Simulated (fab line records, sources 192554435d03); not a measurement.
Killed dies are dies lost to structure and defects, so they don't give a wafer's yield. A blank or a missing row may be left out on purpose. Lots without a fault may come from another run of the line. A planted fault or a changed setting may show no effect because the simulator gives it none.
A struck lot beside a sound one | flow n5_finfet | 17 steps out of a route of 1938
Sound: wafers L931.1, L931.2, L931.6. Struck: wafer L939.5. (L939.2, L939.4 of the same lot were not struck and are left out.) The cause comes at the end.
At each step with rows: each side's tool, then ch and its chambers, then its first start. Under that, the readings that differ: sound wafers | struck wafers | difference of the means | sigmas: that difference in standard deviations of wafers without a fault.
alike: readings whose means differ by less than 2 such deviations, and words and numbers that are the same on both sides. not compared: withheld readings, readings that some wafer has no value for, bounds like >300 that may hide the same value, and numbers for which the record gives no deviation and whose values overlap.
The two part at a step that has a row with sigmas, a row that says differs or no value, or rows on one side only. Numbers that don't overlap but have no deviation are shown without sigmas and don't part them. A reading that every wafer of one side lacks parts them only if that side has two wafers or more.

first, 7 steps without rows for these wafers: N5_BEOL_M6_COAT_60 (time 60 s, resist thk 35 nm); N5_BEOL_M6_COAT_05 (resist thk 90 nm); N5_BEOL_M6_EBR_07; N5_BEOL_M6_SOFTBAKE_06 (time 60 s); N5_BEOL_M6_EXPOSE_08 (exposes mask M6); N5_BEOL_M6_PEB_09 (peb time 60 s); N5_BEOL_M6_DEVELOP_10 (develop time 30 s).
N5_BEOL_M6_CD_MEAS_11: target cd 38.5 nm.
  sound on cd_sem-02 ch 0, day 11 04:59; struck on cd_sem-01 ch 0, day 13 13:24
  alike: cd_nm
N5_BEOL_M6_OVL_MEAS_12:
  sound on overlay-02 ch 0, day 11 05:01; struck on overlay-01 ch 0, day 13 13:26
  alike: M6_OVL
N5_BEOL_M6_INSPECT_13: inspects for defects (brightfield).
  sound on defect_inspect-02, day 11 05:02; struck on defect_inspect-02, day 13 13:27
  alike: raw_defect_count
N5_BEOL_M6_DESCUM_16: chemistry O2, time 7.9 s.
  sound on rie_diel-03 ch 1,2,3, day 11 05:09; struck on rie_diel-03 ch 0, day 13 13:29
  alike: drypump_motor_current_A, oes_product_au, rf_fwd_power_W, rf_vpp_V, showerhead_plenum_p_Torr, throttle_valve_pct
  not compared: rf_hours_counter_h
N5_BEOL_M6_ETCH_61: etches SiARC in CF4, target depth 45.5 nm, time 75.8 s.
  sound on rie_diel-03 ch 1,2,3, day 11 05:11; struck on rie_diel-03 ch 0, day 13 13:31
  alike: drypump_motor_current_A, etch_rf_on_time_s, oes_product_au, rf_fwd_power_W, rf_vpp_V, showerhead_plenum_p_Torr, throttle_valve_pct
  not compared: rf_hours_counter_h
N5_BEOL_M6_ETCH_62: etches SOC in N2/H2, target depth 110 nm, overetch 22 nm, time 165 s.
  sound on rie_diel-03 ch 1,2,3, day 11 05:14; struck on rie_diel-03 ch 0, day 13 13:35
  reading                                    | sound          | struck | difference | sigmas
  model.SiARC_of_BEOL_M6_COAT_60.thk_nm (nm) | 28.2 28.4 28.8 | 26.2   | -2.3       |
  alike: drypump_motor_current_A, oes_product_au, rf_fwd_power_W, rf_vpp_V, showerhead_plenum_p_Torr, throttle_valve_pct
  not compared: rf_hours_counter_h
then, 1 step without rows for these wafers: N5_BEOL_M6_STRIP_68 (strips in N2/H2).
N5_BEOL_M6_STRIP_67: strips in CF4.
  sound on rie_diel-03 ch 1,2,3, day 11 05:23; struck on rie_diel-03 ch 0, day 13 13:43
  alike: drypump_motor_current_A, oes_product_au, rf_vpp_V, showerhead_plenum_p_Torr, throttle_valve_pct
  not compared: rf_hours_counter_h
N5_BEOL_M6_HM_OPEN_17: chemistry Cl2/BCl3, target TiN, target depth 20 nm, overetch 6 nm.
  sound on rie_metal-01 ch 0,1, day 11 05:26; struck on rie_metal-02 ch 1, day 13 13:46
  reading                  | sound           | struck | difference | sigmas
  model.etch.depth_nm (nm) | 20.5 20.14 20.5 | 16.42  | -3.96      |
  alike: drypump_motor_current_A, oes_product_au, rf_fwd_power_W, throttle_valve_pct
  not compared: rf_hours_counter_h
N5_BEOL_M6_STRIP_19: strips in O2.
  sound on rie_diel-03 ch 0,1,2, day 11 05:35; struck on rie_diel-03 ch 1, day 13 13:53
  alike: drypump_motor_current_A, oes_product_au, rf_vpp_V, showerhead_plenum_p_Torr, throttle_valve_pct
  not compared: rf_hours_counter_h

WHERE THEY PART
Nowhere in this record.

WHY: what the simulator had put in
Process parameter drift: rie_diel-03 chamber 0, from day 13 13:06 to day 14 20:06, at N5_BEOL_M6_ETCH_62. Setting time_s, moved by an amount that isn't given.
